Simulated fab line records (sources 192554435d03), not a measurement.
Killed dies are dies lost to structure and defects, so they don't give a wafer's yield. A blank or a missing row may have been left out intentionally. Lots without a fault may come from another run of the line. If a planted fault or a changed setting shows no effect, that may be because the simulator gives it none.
Split-lot trial | flow n5-finfet | on a route of 1938 steps: 7 lots, 21 wafers read

## THE SPLIT ITSELF
At N5_BEOL_M2_COAT_76 (time 60 s, resist thk 5 nm), the setting spin-rpm was moved away from the recipe's 1500 rpm on 7 of the 21 wafers read, by -5.1% to +9.7%. For the rest of the wafers, this setting stayed at what the recipe calls for.

## FROM THE SPLIT TO THE READING: what the file shows between them, 5 steps
- N5_BEOL_M2_EXPOSE_25: exposes mask V1, defocus 5 nm (also split here: dose-mj)
- N5_BEOL_M2_PEB_26: peb time 60 s
- N5_BEOL_M2_DEVELOP_27: develop time 30 s
- N5_BEOL_M2_CD_MEAS_28: target cd 26.2 nm, target cd y 24.1 nm
- N5_BEOL_M2_DESCUM_33: chemistry O2, time 7 s

## THE READING
etch.depth-nm (the simulator's own value, which no gauge read), in nm, at N5_BEOL_M2_ETCH_77 (etches underlayer in N2/H2, target depth 6.5 nm, time 5.2 s). There is no usual value for it anywhere in the file. Here, 14 wafers ran the recipe; their average is 4.994 nm with a standard deviation of 0.0079 nm.

wafer  | tool, chamber at the split | spin-rpm as run, rpm | against the recipe | etch.depth-nm, nm | against lot-mates on the recipe
L077.1 | litho-track-04, 0          | 1594                 | +6.3%              | 4.835             | -0.155
L077.4 | litho-track-04, 0          | 1500                 | recipe             | 4.991             | -
L077.5 | litho-track-04, 0          | 1500                 | recipe             | 4.989             | -
L081.2 | litho-track-01, 0          | 1584                 | +5.6%              | 4.864             | -0.136
L081.4 | litho-track-01, 0          | 1500                 | recipe             | 5.004             | -
L081.6 | litho-track-01, 0          | 1500                 | recipe             | 4.997             | -
L083.2 | litho-track-04, 0          | 1602                 | +6.8%              | 4.832             | -0.164
L083.5 | litho-track-04, 0          | 1602                 | +6.8%              | 4.831             | -0.165
L083.6 | litho-track-04, 0          | 1500                 | recipe             | 4.996             | -
L084.2 | litho-track-04, 0          | 1500                 | recipe             | 4.994             | -
L084.3 | litho-track-04, 0          | 1500                 | recipe             | 5.007             | -
L084.4 | litho-track-04, 0          | 1500                 | recipe             | 4.999             | -
L086.3 | litho-track-01, 0          | 1646                 | +9.7%              | 4.766             | -0.226
L086.4 | litho-track-01, 0          | 1646                 | +9.7%              | 4.769             | -0.223
L086.5 | litho-track-01, 0          | 1500                 | recipe             | 4.992             | -
L089.1 | litho-track-02, 0          | 1500                 | recipe             | 4.98              | -
L089.5 | litho-track-02, 0          | 1500                 | recipe             | 4.999             | -
L089.6 | litho-track-02, 0          | 1500                 | recipe             | 4.977             | -
L097.1 | litho-track-04, 0          | 1500                 | recipe             | 4.994             | -
L097.3 | litho-track-04, 0          | 1424                 | -5.1%              | 5.116             | +0.120
L097.6 | litho-track-04, 0          | 1500                 | recipe             | 4.998             | -

THE FIT
A straight line over all 21 wafers: etch.depth-nm changes by -0.0237 nm for each +1% of spin-rpm; r = -1.00; the points scatter about the line by 0.0074 nm.
The same after taking each lot's own level away (the mean of its wafers on the recipe; 21 wafers): -0.0236 nm for each +1%; r = -1.00; scatter 0.0054 nm.
On that fit, the largest move of spin-rpm shifts the reading by 0.23 nm.
Measured against the standard deviation above, the lots' own levels, which go from 4.9853 to 5.0005 nm, span 1.9 times it.
The two slopes are in agreement: the lot-to-lot level therefore moves the slope only a little.
Check: -0.232 nm against its lot-mates is what the line predicts for one of the wafers moved furthest among these (+9.7%) when that wafer is left out of the fit. Against them it came out at -0.226 nm.

## THE OTHER SPLITS THESE WAFERS WENT THROUGH
Before the reading, these wafers also passed through other splits. Each is held against what the fit with the lots' levels taken away leaves over:
other split on the same wafers         | wafers away from the commonest value | r with etch.depth-nm (lot level and that fit taken away)
N5_SD_EPI_N_ETCH_35 time-s             | 9                                    | -0.10
N5_SDB_EXPOSE_08 dose-mj               | 8                                    | +0.04
N5_HKMG_FIN_COAT_06 spin-rpm           | 6                                    | +0.04
N5_HKMG_FIN_EXPOSE_09 dose-mj          | 5                                    | +0.08
N5_MOL_CONTACT_COAG_ALD_133 ald-cycles | 11                                   | -0.35
N5_BEOL_M0_SAQP_PECVD_97 time-s        | 7                                    | -0.03
N5_BEOL_M2_COAT_62 spin-rpm            | 5                                    | +0.23
N5_BEOL_M2_ETCH_74 source-w            | 5                                    | -0.17
N5_BEOL_M2_EXPOSE_25 dose-mj           | 8                                    | -0.09

## THE FILE'S OWN FIT
etch.depth-nm changes by -0.0238 nm for each +1% of spin-rpm, r = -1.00.
